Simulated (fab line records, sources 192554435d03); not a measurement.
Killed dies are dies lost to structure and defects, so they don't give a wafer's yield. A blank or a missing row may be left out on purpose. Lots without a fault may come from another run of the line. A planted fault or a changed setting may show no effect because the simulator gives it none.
Which tool did it? | flow n5_finfet | 10 lots, 30 wafers sampled, at 1 step of a route of 1938

WHAT THE GAUGES READ, wafer by wafer
N5_BEOL_M4_RC_MEAS_101.
lot  | measured     | on        | DIBL_N (mV/V)
L655 | day 8 04:22  | prober-02 | 35.3 34.0 35.9
L658 | day 9 03:10  | prober-01 | 36.8 36.2 34.8
L660 | day 9 11:10  | prober-02 | 36.7 38.2 37.1
L664 | day 10 22:18 | prober-01 | 36.8 37.4 38.1
L665 | day 11 02:14 | prober-01 | 36.9 35.8 37.7
L668 | day 11 17:22 | prober-01 | 37.3 35.6 34.1
L671 | day 12 05:52 | prober-01 | 37.3 36.9 38.6
L672 | day 12 20:40 | prober-02 | 36.1 42.1 37.3
L673 | day 13 02:40 | prober-01 | 38.3 38.3 37.5
L674 | day 13 04:31 | prober-01 | 36.6 37.2 38.2

WHICH TOOL RAN EACH LOT (tool, then ch and the chambers of the sampled wafers, then the start)
The record holds no process step before these readings.

THE ANSWER, worked out from the rows above alone
Rule: what is usual is taken from the lots themselves. Put in order of their means at a reading, lots are off if they are a third of the lots or fewer, leave a main group of 4 or more, and stand apart from it by a gap of 3 or more times the standard deviation of the main group's means; of several such gaps the widest counts. A main group whose means are all the same, to the digits that the tables above print for the reading, isn't used. A lot without any number at a reading at which 4 lots or more have one is off too. The other lots that the step has rows for count as sound.
No lot is off at any reading shown: from this, nothing can be told.

WHAT THE SIMULATOR HAD PUT IN
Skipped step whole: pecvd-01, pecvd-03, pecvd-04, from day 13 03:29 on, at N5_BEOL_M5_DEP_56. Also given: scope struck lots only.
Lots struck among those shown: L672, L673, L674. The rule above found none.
